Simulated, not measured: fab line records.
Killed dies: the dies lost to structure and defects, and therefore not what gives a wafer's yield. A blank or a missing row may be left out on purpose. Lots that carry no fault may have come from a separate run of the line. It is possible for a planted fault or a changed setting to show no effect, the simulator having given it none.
Chamber matching || flow n5 finfet || 4 sister chambers for N5_SDB_DESCUM_16 on rie diel-03
The step chemistry O2, time 7.9 s. 20 wafers are shown with their chamber, then 10 later ones without.

## WAFERS WITH THEIR CHAMBER
{"wafer": "L075.1", "chamber": 0, "showerhead plenum p Torr (Torr)": 2.22, "drypump motor current A (A)": 5.58, "rf vpp V (V)": 244.9}
{"wafer": "L075.5", "chamber": 3, "showerhead plenum p Torr (Torr)": 2.08, "drypump motor current A (A)": 5.79, "rf vpp V (V)": 243.2}
{"wafer": "L075.6", "chamber": 0, "showerhead plenum p Torr (Torr)": 2.22, "drypump motor current A (A)": 5.57, "rf vpp V (V)": 245.6}
{"wafer": "L076.1", "chamber": 2, "showerhead plenum p Torr (Torr)": 1.90, "drypump motor current A (A)": 5.59, "rf vpp V (V)": 240.2}
{"wafer": "L076.4", "chamber": 2, "showerhead plenum p Torr (Torr)": 1.90, "drypump motor current A (A)": 5.59, "rf vpp V (V)": 239.3}
{"wafer": "L076.5", "chamber": 0, "showerhead plenum p Torr (Torr)": 2.22, "drypump motor current A (A)": 5.58, "rf vpp V (V)": 247.0}
{"wafer": "L077.1", "chamber": 2, "showerhead plenum p Torr (Torr)": 1.90, "drypump motor current A (A)": 5.57, "rf vpp V (V)": 240.5}
{"wafer": "L077.2", "chamber": 0, "showerhead plenum p Torr (Torr)": 2.22, "drypump motor current A (A)": 5.58, "rf vpp V (V)": 244.8}
{"wafer": "L077.5", "chamber": 2, "showerhead plenum p Torr (Torr)": 1.90, "drypump motor current A (A)": 5.57, "rf vpp V (V)": 241.9}
{"wafer": "L079.2", "chamber": 1, "showerhead plenum p Torr (Torr)": 2.02, "drypump motor current A (A)": 5.69, "rf vpp V (V)": 241.7}
{"wafer": "L079.4", "chamber": 0, "showerhead plenum p Torr (Torr)": 2.22, "drypump motor current A (A)": 5.58, "rf vpp V (V)": 245.5}
{"wafer": "L079.5", "chamber": 0, "showerhead plenum p Torr (Torr)": 2.22, "drypump motor current A (A)": 5.55, "rf vpp V (V)": 243.3}
{"wafer": "L078.1", "chamber": 2, "showerhead plenum p Torr (Torr)": 1.90, "drypump motor current A (A)": 5.59, "rf vpp V (V)": 241.1}
{"wafer": "L078.2", "chamber": 3, "showerhead plenum p Torr (Torr)": 2.08, "drypump motor current A (A)": 5.73, "rf vpp V (V)": 242.8}
{"wafer": "L078.4", "chamber": 0, "showerhead plenum p Torr (Torr)": 2.22, "drypump motor current A (A)": 5.55, "rf vpp V (V)": 244.4}
{"wafer": "L081.2", "chamber": 3, "showerhead plenum p Torr (Torr)": 2.08, "drypump motor current A (A)": 5.74, "rf vpp V (V)": 241.7}
{"wafer": "L081.4", "chamber": 0, "showerhead plenum p Torr (Torr)": 2.21, "drypump motor current A (A)": 5.60, "rf vpp V (V)": 245.8}
{"wafer": "L081.5", "chamber": 3, "showerhead plenum p Torr (Torr)": 2.08, "drypump motor current A (A)": 5.76, "rf vpp V (V)": 243.5}
{"wafer": "L087.1", "chamber": 2, "showerhead plenum p Torr (Torr)": 1.89, "drypump motor current A (A)": 5.55, "rf vpp V (V)": 240.9}
{"wafer": "L087.3", "chamber": 0, "showerhead plenum p Torr (Torr)": 2.21, "drypump motor current A (A)": 5.57, "rf vpp V (V)": 245.7}

SIGNATURES (means of the wafers above)
{"reading": "showerhead plenum p Torr", "chamber 0": 2.2178, "chamber 1": 2.0200, "chamber 2": 1.8983, "chamber 3": 2.0800, "scatter within a chamber": 0.00386}
{"reading": "drypump motor current A", "chamber 0": 5.5733, "chamber 1": 5.6900, "chamber 2": 5.5767, "chamber 3": 5.7550, "scatter within a chamber": 0.0184}
{"reading": "rf vpp V", "chamber 0": 245.222, "chamber 1": 241.700, "chamber 2": 240.650, "chamber 3": 242.800, "scatter within a chamber": 0.946}
Rule: a wafer lies at a distance from a chamber equal to the root of the sum of squares, over the readings, of (its reading less the chamber's mean, divided by the reading's scatter). If the next closest chamber is less than 2 further off than the closest, the wafer can't be placed; otherwise it belongs to the closest. The scatter: the root of (the sum of the squares of (reading less its chamber's mean) over the shown wafers, divided by (wafers less chambers)).

## WAFERS WHOSE CHAMBER IS MISSING
{"wafer": "L087.4", "showerhead plenum p Torr (Torr)": 2.07, "drypump motor current A (A)": 5.78, "rf vpp V (V)": 243.2}
{"wafer": "L094.1", "showerhead plenum p Torr (Torr)": 2.07, "drypump motor current A (A)": 5.77, "rf vpp V (V)": 242.9}
{"wafer": "L094.4", "showerhead plenum p Torr (Torr)": 2.00, "drypump motor current A (A)": 5.72, "rf vpp V (V)": 243.3}
{"wafer": "L094.6", "showerhead plenum p Torr (Torr)": 2.20, "drypump motor current A (A)": 5.55, "rf vpp V (V)": 244.8}
{"wafer": "L095.2", "showerhead plenum p Torr (Torr)": 2.20, "drypump motor current A (A)": 5.57, "rf vpp V (V)": 246.0}
{"wafer": "L095.4", "showerhead plenum p Torr (Torr)": 2.20, "drypump motor current A (A)": 5.58, "rf vpp V (V)": 245.1}
{"wafer": "L095.5", "showerhead plenum p Torr (Torr)": 1.88, "drypump motor current A (A)": 5.58, "rf vpp V (V)": 239.9}
{"wafer": "L097.3", "showerhead plenum p Torr (Torr)": 2.06, "drypump motor current A (A)": 5.75, "rf vpp V (V)": 242.5}
{"wafer": "L097.4", "showerhead plenum p Torr (Torr)": 2.00, "drypump motor current A (A)": 5.70, "rf vpp V (V)": 241.5}
{"wafer": "L097.5", "showerhead plenum p Torr (Torr)": 1.88, "drypump motor current A (A)": 5.56, "rf vpp V (V)": 239.7}

## EACH ONE'S CHAMBER
{"wafer": "L087.4", "from the rows above": 3, "in truth": 3}
{"wafer": "L094.1", "from the rows above": 3, "in truth": 3}
{"wafer": "L094.4", "from the rows above": 1, "in truth": 1}
{"wafer": "L094.6", "from the rows above": 0, "in truth": 0}
{"wafer": "L095.2", "from the rows above": 0, "in truth": 0}
{"wafer": "L095.4", "from the rows above": 0, "in truth": 0}
{"wafer": "L095.5", "from the rows above": 2, "in truth": 2}
{"wafer": "L097.3", "from the rows above": 3, "in truth": 3}
{"wafer": "L097.4", "from the rows above": 1, "in truth": 1}
{"wafer": "L097.5", "from the rows above": 2, "in truth": 2}
Correct placement for 10 of the 10. From these rows, 0 cannot be placed. 0 placed wrongly.
